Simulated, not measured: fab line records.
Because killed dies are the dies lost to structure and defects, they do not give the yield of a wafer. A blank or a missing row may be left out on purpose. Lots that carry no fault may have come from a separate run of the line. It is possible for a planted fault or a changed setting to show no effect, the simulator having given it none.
Lot-split experiment ; flow n5 finfet ; on a route of 1938 steps: 7 lots, 21 wafers read

== ABOUT THE SPLIT ==
At N5_MOL_CONTACT_COAG_COAT_58 (time 60 s, resist thk 10 nm), the setting spin rpm was moved away from the recipe's 1500 rpm on 7 of the 21 wafers read, by -10.5% to -3.7%. This setting was run at the recipe's value on the other wafers.

== FROM THE SPLIT TO THE READING: what the file shows between them, 3 steps ==
- N5_MOL_CONTACT_COAG_COAT_02: resist thk 30 nm
- N5_MOL_CONTACT_COAG_EBR_04
- N5_MOL_CONTACT_COAG_DESCUM_13: chemistry O2, time 7 s

== THE READING ==
etch.depth nm (the simulator's own value, which no gauge read), in nm, at N5_MOL_CONTACT_COAG_ETCH_59 (etches underlayer in N2/H2, target depth 13 nm, time 10.4 s). The file does not state a usual value for it. Average 9.999 nm, standard deviation 0.03 nm, over the 14 wafers here run with the recipe.

wafer;tool, chamber at the split;spin rpm as run, rpm;against the recipe;etch.depth nm, nm;against lot-mates on the recipe
L074.1;litho track-02, 0;1500;recipe;10.01;-
L074.2;litho track-02, 0;1500;recipe;9.977;-
L074.3;litho track-02, 0;1500;recipe;9.97;-
L075.1;litho track-02, 0;1500;recipe;9.995;-
L075.3;litho track-02, 0;1500;recipe;9.998;-
L075.5;litho track-02, 0;1500;recipe;10.03;-
L081.2;litho track-02, 0;1410;-6.0%;10.37;+0.330
L081.3;litho track-02, 0;1500;recipe;10.03;-
L081.4;litho track-02, 0;1500;recipe;10.05;-
L084.3;litho track-05, 0;1418;-5.5%;10.26;+0.287
L084.4;litho track-05, 0;1500;recipe;9.973;-
L084.6;litho track-05, 0;1418;-5.5%;10.24;+0.267
L085.1;litho track-05, 0;1500;recipe;10.03;-
L085.2;litho track-05, 0;1342;-10.5%;10.6;+0.570
L085.6;litho track-05, 0;1342;-10.5%;10.59;+0.560
L092.2;litho track-02, 0;1444;-3.7%;10.14;+0.184
L092.3;litho track-02, 0;1444;-3.7%;10.13;+0.174
L092.5;litho track-02, 0;1500;recipe;9.956;-
L094.2;litho track-02, 0;1500;recipe;9.942;-
L094.3;litho track-02, 0;1500;recipe;10.01;-
L094.6;litho track-02, 0;1500;recipe;10.01;-

FIT RESULTS
A straight line over all 21 wafers: etch.depth nm changes by -0.0546 nm for each +1% of spin rpm; r = -0.98; the points scatter about the line by 0.039 nm.
The same after taking each lot's own level away (the mean of its wafers on the recipe; 21 wafers): -0.0531 nm for each +1%; r = -1.00; scatter 0.018 nm.
Per that fit: largest spin rpm move, reading shift of 0.56 nm.
Across the lots, their own levels run from 9.9560 to 10.0400 nm, a range of 2.8 times the standard deviation given above.
Hence the lot-to-lot level has little effect on the slope; both slopes agree.
Check: +0.551 nm against its lot-mates is what the line predicts for one of the wafers moved furthest among these (-10.5%) when that wafer is left out of the fit. Against them it came out at +0.57 nm.

== THE OTHER SPLITS THESE WAFERS WENT THROUGH ==
Before the reading, these wafers also passed through other splits. Each is held against what the fit with the lots' levels taken away leaves over:
other split on the same wafers;wafers away from the commonest value;r with etch.depth nm (lot level and that fit taken away)
N5_GATE_CUT_EXPOSE_10 dose mj;5;+0.25

== THE WHOLE CHAIN: every reading that the file lists as answering this split, in the file's order ==
step;what it does;reading;change (the file's fit);r (the file's)
N5_MOL_CONTACT_COAG_COAT_58;time 60 s, resist thk 10 nm;underlayer_of_MOL_CONTACT_COAG_COAT_58.thk nm (the simulator's own value, which no gauge read);-0.0554 nm for each +1% of the setting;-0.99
N5_MOL_CONTACT_COAG_ETCH_59;etches underlayer in N2/H2, target depth 13 nm, time 10.4 s;etch.depth nm (the simulator's own value, which no gauge read);-0.0526 nm for each +1% of the setting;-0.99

== THE FILE'S OWN FIT ==
etch.depth nm changes by -0.0526 nm for each +1% of spin rpm, r = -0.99.
